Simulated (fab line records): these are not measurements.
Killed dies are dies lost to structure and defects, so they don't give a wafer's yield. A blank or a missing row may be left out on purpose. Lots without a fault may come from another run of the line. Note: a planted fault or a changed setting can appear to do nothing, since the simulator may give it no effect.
Lot-split experiment	flow n5_finfet	on a route of 1938 steps: 7 lots, 21 wafers read

== ABOUT THE SPLIT ==
At N5_SD_EPI_N_ETCH_45 (etches SiOCN in CH3F/O2, target depth 6 nm), the setting target_depth_a was moved away from the recipe's 60 angstrom on 6 of the 21 wafers read, by -11.7% to -3.6%. This setting was run at the recipe's value on the other wafers.

The reading comes from the split's own step.

== THE READING ==
etch.depth_nm (the simulator's own value, which no gauge read), in nm, at N5_SD_EPI_N_ETCH_45 (etches SiOCN in CH3F/O2, target depth 6 nm). The file does not state a usual value for it. The 15 wafers here that ran the recipe average 5.976 nm, standard deviation 0.079 nm.

wafer	tool, chamber at the split	target_depth_a as run, angstrom	against the recipe	etch.depth_nm, nm	against lot-mates on the recipe
L076.2	rie_diel-05, 1	60	recipe	5.862	-
L076.4	rie_diel-05, 3	60	recipe	5.894	-
L076.6	rie_diel-05, 2	60	recipe	6.009	-
L081.2	rie_diel-03, 2	53	-11.7%	5.213	-0.810
L081.3	rie_diel-03, 0	60	recipe	6.023	-
L081.5	rie_diel-03, 2	53	-11.7%	5.225	-0.798
L083.2	rie_diel-05, 2	60	recipe	6.041	-
L083.5	rie_diel-05, 1	57.81	-3.6%	5.666	-0.343
L083.6	rie_diel-05, 2	60	recipe	5.977	-
L084.1	rie_diel-05, 1	55.66	-7.2%	5.475	-0.575
L084.2	rie_diel-05, 2	60	recipe	6.039	-
L084.5	rie_diel-05, 0	60	recipe	6.06	-
L087.1	rie_diel-05, 2	60	recipe	6.031	-
L087.4	rie_diel-05, 3	60	recipe	5.936	-
L087.6	rie_diel-05, 2	60	recipe	6.067	-
L096.1	rie_diel-03, 2	60	recipe	5.864	-
L096.5	rie_diel-03, 3	60	recipe	6.078	-
L096.6	rie_diel-03, 2	60	recipe	5.847	-
L097.2	rie_diel-05, 2	56.53	-5.8%	5.702	-0.215
L097.4	rie_diel-05, 0	56.53	-5.8%	5.708	-0.209
L097.6	rie_diel-05, 3	60	recipe	5.917	-

FIT RESULTS
A straight line over all 21 wafers: etch.depth_nm changes by +0.0633 nm for each +1% of target_depth_a; r = +0.95; the points scatter about the line by 0.08 nm.
The same after taking each lot's own level away (the mean of its wafers on the recipe; 21 wafers): +0.0662 nm for each +1%; r = +0.95; scatter 0.085 nm.
On that fit, the largest move of target_depth_a shifts the reading by 0.77 nm.
From 5.9170 to 6.0495 nm: that is the span of the lots' own levels, equal to 1.7 times the standard deviation above.
So the lot-to-lot level changes the slope little: the two slopes agree.
Check: with one of the wafers moved furthest among these (-11.7%) left out of the fit, the line predicts -0.747 nm for it against its lot-mates. It came out at -0.81 nm against them.

== THESE WAFERS: OTHER SPLITS ==
Note: prior to the reading, these wafers also went through further splits. Each is held against what the fit with the lots' levels taken away leaves over:
other split on the same wafers	wafers away from the commonest value	r with etch.depth_nm (lot level and that fit taken away)
N5_ZERO_LAYER_COAT_05 spin_rpm	8	-0.19
N5_ZERO_LAYER_EXPOSE_08 dose_mj	7	-0.07
N5_ZERO_LAYER_DESCUM_16 time_s	4	-0.18
N5_WELL_APT_COAT_02 spin_rpm	11	-0.13
N5_FIN_SAQP_PECVD_48 time_s	10	+0.11
N5_FIN_SAQP_COAT_50 spin_rpm	8	-0.42
N5_DUMMY_GATE_ETCH_31 target_depth_a	8	-0.05
N5_DUMMY_GATE_ETCH_42 bias_w	6	-0.18

== FILE'S OWN FIT ==
etch.depth_nm changes by +0.0681 nm for each +1% of target_depth_a, r = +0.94.
